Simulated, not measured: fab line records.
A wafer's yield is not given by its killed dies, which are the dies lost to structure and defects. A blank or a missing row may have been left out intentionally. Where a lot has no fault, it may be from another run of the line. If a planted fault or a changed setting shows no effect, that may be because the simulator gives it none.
Code-filled problem report in 8D (eight disciplines) form :: flow nand-harc :: the parts of the form that need people (team, actions taken, sign-off) are left out

== 1. PROBLEM STATEMENT ==
A mean of 659 is read at NHARC_END_SORT_01 for killed-dies, taken on 1 wafer of 1 lot, against 68 (standard deviation 18) on wafers free of any fault. Measured from the usual mean, that is +33 standard deviations.
The first sign was on wafer L343.4 at day 31 11:21, on prober-01. The record holds 3 wafers of 1 lot with a number at this step. Rule for "out", or "out of limits": more than 4 standard deviations from the usual mean. The other wafers with a number count as sound.

== 2. WHAT IT IS AND WHAT IT IS NOT ==
question: which readings at this step
is: killed-dies, killed-at-array
is not: killed-at-other, killed-at-periphery, killed-open, killed-short

question: which lots
is: L343
is not: -

question: which wafers of those lots
is: L343.4
is not: L343.1, L343.2

question: read on which gauges
is: prober-01
is not: -

question: when
is: from day 31 11:21
is not: up to then (2 sound wafers)

== 3. SUSPECTS, AND WHAT RULES EACH OUT ==
Counting: if a tool at a process step up to the reading ran every lot that is out, it stays a suspect. Sound lots after the first of them don't rule it out here, since some wafers of a struck lot are sound.
- the gauge at NHARC_END_SORT_01 is ruled out. All the wafers that are out were read on prober-01, but those of them that NHARC_A_SGD_CUT_ETCH_16 has rows for are out there too, on other tools.
- rie-diel-10 at NHARC_A_STAIRCASE_STRIP_475 (strips in O2, time 20 s): kept. It ran the lot that is out, L343 (day 23 13:39). NHARC_A_STAIRCASE_STRIP_475: start missing for some lots; hours and lot order therefore follow NHARC_A_SGD_CUT_DESCUM_14.
- rie-diel-08 at NHARC_A_SGD_CUT_DESCUM_14 (chemistry O2, time 3 s): kept. It ran the lot that is out, L343 (day 23 13:39).
- rie-diel-08 at NHARC_A_SGD_CUT_ETCH_16 (etches the open film in C4F8/O2/Ar, target depth 310.5 nm, time 155.2 s): kept. It ran the lot that is out, L343 (day 23 14:13). Its own readings are out on those wafers: run-length-s.
- rie-diel-05 at NHARC_A_SGD_CUT_ETCHBACK_24 (etches the open film in CH3F/O2, target depth 50 nm, time 92.857 s): kept. It ran the lot that is out, L343 (day 23 20:00).
- rie-diel-10, NHARC_A_STAIRCASE_STRIP_475: wafers that are out in chamber 1, sound lot-mates in chambers 2, 3.
- rie-diel-08, NHARC_A_SGD_CUT_DESCUM_14: wafers that are out in chamber 3, sound lot-mates in chambers 0, 1.
- rie-diel-08, NHARC_A_SGD_CUT_ETCH_16: wafers that are out in chamber 3, sound lot-mates in chambers 1, 2.
- rie-diel-05, NHARC_A_SGD_CUT_ETCHBACK_24: wafers that are out in chamber 3, sound lot-mates in chambers 1, 2.
Left after counting: rie-diel-10 at NHARC_A_STAIRCASE_STRIP_475, rie-diel-08 at NHARC_A_SGD_CUT_DESCUM_14, rie-diel-08 at NHARC_A_SGD_CUT_ETCH_16, rie-diel-05 at NHARC_A_SGD_CUT_ETCHBACK_24.

== 4. THE CAUSE (what the simulator had put in) ==
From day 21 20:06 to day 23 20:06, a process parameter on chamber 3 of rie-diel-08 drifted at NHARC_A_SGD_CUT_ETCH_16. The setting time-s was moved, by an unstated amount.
After counting, 4 suspects remain, this tool included.

== 5. SEQUENCE OF EFFECTS, ordered by route ==
Each row: a reading where the mean over the struck wafers with a number is more than 3 standard deviations away from the usual. Scope: only readings with a usual standard deviation given in the record; hours: median across lots of the time from each lot's start at the first step in this table that gives one to its start at this step; sigmas: change in usual standard deviations.
hours: 0
step: NHARC_A_SGD_CUT_ETCH_16
reading: run-length-s
usual: 176.7 s
on struck wafers: 161.4
change: -15.3
sigmas: -36

hours: 189
step: NHARC_END_SORT_01
reading: killed-at-array
usual: 63
on struck wafers: 651
change: +588
sigmas: +33

hours: 189
step: NHARC_END_SORT_01
reading: killed-dies
usual: 68
on struck wafers: 659
change: +591
sigmas: +33
Here are the process steps it includes:
- NHARC_A_SGD_CUT_ETCH_16: etches the open film in C4F8/O2/Ar, target depth 310.5 nm, time 155.2 s.

== 6. HOW IT WOULD HAVE BEEN CAUGHT EARLIER ==
231 hours passed between the start of the fault at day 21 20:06 and the first reading out of limits at a measuring or inspecting step in this record, taken at day 31 11:21.
Tool's own readings at NHARC_A_SGD_CUT_ETCH_16, run-length-s: out on all struck wafers the step has rows for; an alarm limit on them would have tripped on the first.
The start of NHARC_A_SGD_CUT_ETCH_16 on rie-diel-08 came by day 31 11:21 for every one of the lots that are out (1). None of them would have been spared by holding the tool at that moment.
